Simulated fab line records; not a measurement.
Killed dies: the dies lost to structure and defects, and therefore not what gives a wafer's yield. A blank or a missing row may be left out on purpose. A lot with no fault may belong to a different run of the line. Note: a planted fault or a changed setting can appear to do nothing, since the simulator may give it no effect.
A struck lot beside a sound one / flow nand harc / 19 out of 1302 route steps
Sound: these wafers, L237.3, L237.4, L237.6. Wafers L243.3, L243.5, L243.6 were the ones struck. The cause is named last.
For every step that has rows: the tool of each side, followed by ch and its chambers, followed by its first start. Under that, the readings that differ: sound wafers / struck wafers / difference of the means / sigmas: that difference in standard deviations of wafers without a fault.
alike: words and numbers the same on both sides, and readings whose means are apart by under 2 such deviations; not compared: readings that were withheld, readings missing a value for some wafer, numbers with overlapping values and no deviation given by the record, and bounds like >300 which may hide the same value.
A row with sigmas, a row that says differs or no value, or rows on one side alone: a step with any of these is where the two part. Numbers that don't overlap but have no deviation are shown without sigmas and don't part them. A reading missing from all wafers of one side parts the sides only when that side holds two or more wafers.

NHARC_A_BONDPAD_OVL_MEAS_35:
  sound on overlay-02, day 23 21:54; struck on overlay-02, day 26 21:35
  alike: overlay x nm, overlay y nm
then, 2 steps without rows for these wafers: NHARC_A_BONDPAD_HARDBAKE_10 (time 65 s); NHARC_A_BONDPAD_DESCUM_11 (chemistry O2, time 3 s).
NHARC_A_BONDPAD_ETCH_34: etches the open film in N2/H2, target depth 60 nm, overetch 18 nm, time 65.91 s.
  sound on rie diel-12 ch 0,2, day 23 22:07; struck on rie diel-12 ch 1,2,3, day 26 21:49
  alike: drypump motor current A, oes product au, rf vpp V, showerhead plenum p Torr, throttle valve pct
  not compared: rf hours counter h
then, 1 step without rows for these wafers: NHARC_A_BONDPAD_ETCH_12 (etches the open film in CHF3/O2, target depth 220 nm, time 110 s).
NHARC_A_BONDPAD_CD_MEAS_13:
  sound on cd sem-02, day 23 22:21; struck on cd sem-03, day 26 22:02
  alike: cd nm
then, 1 step without rows for these wafers: NHARC_A_BONDPAD_STRIP_15 (strips in O2).
NHARC_A_BONDPAD_ETCH_24: etches the open film in CF4/N2, target depth 30 nm, time 72.99 s.
  sound on rie diel-06 ch 0,2; struck on rie diel-06 ch 1,2,3
  alike: drypump motor current A, oes product au, rf vpp V, showerhead plenum p Torr, throttle valve pct
  not compared: rf hours counter h
then, 1 step without rows for these wafers: NHARC_A_BONDPAD_STRIP_16 (strips in post etch residue remover, time 600 s).
NHARC_A_BONDPAD_DEGAS_25: time 60 s.
  sound on pvd sputter-03, day 23 23:01; struck on pvd sputter-02, day 26 22:40
  alike: heater power w, susceptor temp C
NHARC_A_BONDPAD_PRE_CLEAN_26: time 30 s.
  sound on pvd sputter-03; struck on pvd sputter-02
  alike: heater power w, susceptor temp C
then, 1 step without rows for these wafers: NHARC_A_BONDPAD_PVD_17 (deposits TaN, target thk 5 nm, time 8.06 s).
NHARC_A_BONDPAD_PVD_27: deposits Cu, target thk 30 nm, time 20.49 s.
  sound on pvd sputter-03, day 23 23:16; struck on pvd sputter-02, day 26 22:55
  alike: throttle valve pct
then, 2 steps without rows for these wafers: NHARC_A_BONDPAD_ECD_18 (material Cu, target thk 400 nm); NHARC_A_BONDPAD_ANNEAL_28 (time 90 s).
NHARC_A_BONDPAD_CMP_19: polishes, t overpolish 30 s, cu recess touch 16 s, target thk 169.82 nm.
  sound on cmp-03 ch 0,1, day 24 00:05; struck on cmp-03 ch 0,3, day 26 23:46
  alike: motor current A, overpolish run s, slurry filter dp kPa
then, 1 step without rows for these wafers: NHARC_A_BONDPAD_SRD_21 (time 30 s, dry time 20 s).
NHARC_A_BONDPAD_INSPECT_23:
  sound on defect inspect-01, day 24 00:39; struck on defect inspect-02, day 27 00:16
  alike: raw defect count
NHARC_END_SORT_01:
  sound on prober-01 ch 0, day 26 01:40; struck on prober-02 ch 0, day 28 05:13
reading=hold; sound=- - -; struck=await dispo/1.3h/scrap await dispo/1.3h/scrap await dispo/1.3h/scrap; difference=no value on the sound wafers; sigmas=
reading=defect limited yield (%); sound=92.3 89.4 92.0; struck=0 0 0; difference=-91; sigmas=-34
reading=killed at array; sound=42 63 48; struck=667 670 672; difference=+619; sigmas=+34
reading=killed dies; sound=52 72 54; struck=677 677 677; difference=+618; sigmas=+34
reading=sort_bin_2_pct (%); sound=2.7 3.7 2.4; struck=96.2 96.3 96.8; difference=+93.5; sigmas=+78
reading=sort n pass; sound=625 605 623; struck=0 0 0; difference=-618; sigmas=-34
reading=sort rim yield pct (%); sound=83 96 88; struck=0 0 0; difference=-89; sigmas=-22
reading=sort yield pct (%); sound=92.3 89.4 92.0; struck=0 0 0; difference=-91; sigmas=-34
  alike: killed at other, killed at periphery, killed open, killed short, sort_bin_3_pct, sort_bin_4_pct

== WHERE THEY PART ==
Only at NHARC_END_SORT_01, within this record.

WHY: what had been put in by the simulator
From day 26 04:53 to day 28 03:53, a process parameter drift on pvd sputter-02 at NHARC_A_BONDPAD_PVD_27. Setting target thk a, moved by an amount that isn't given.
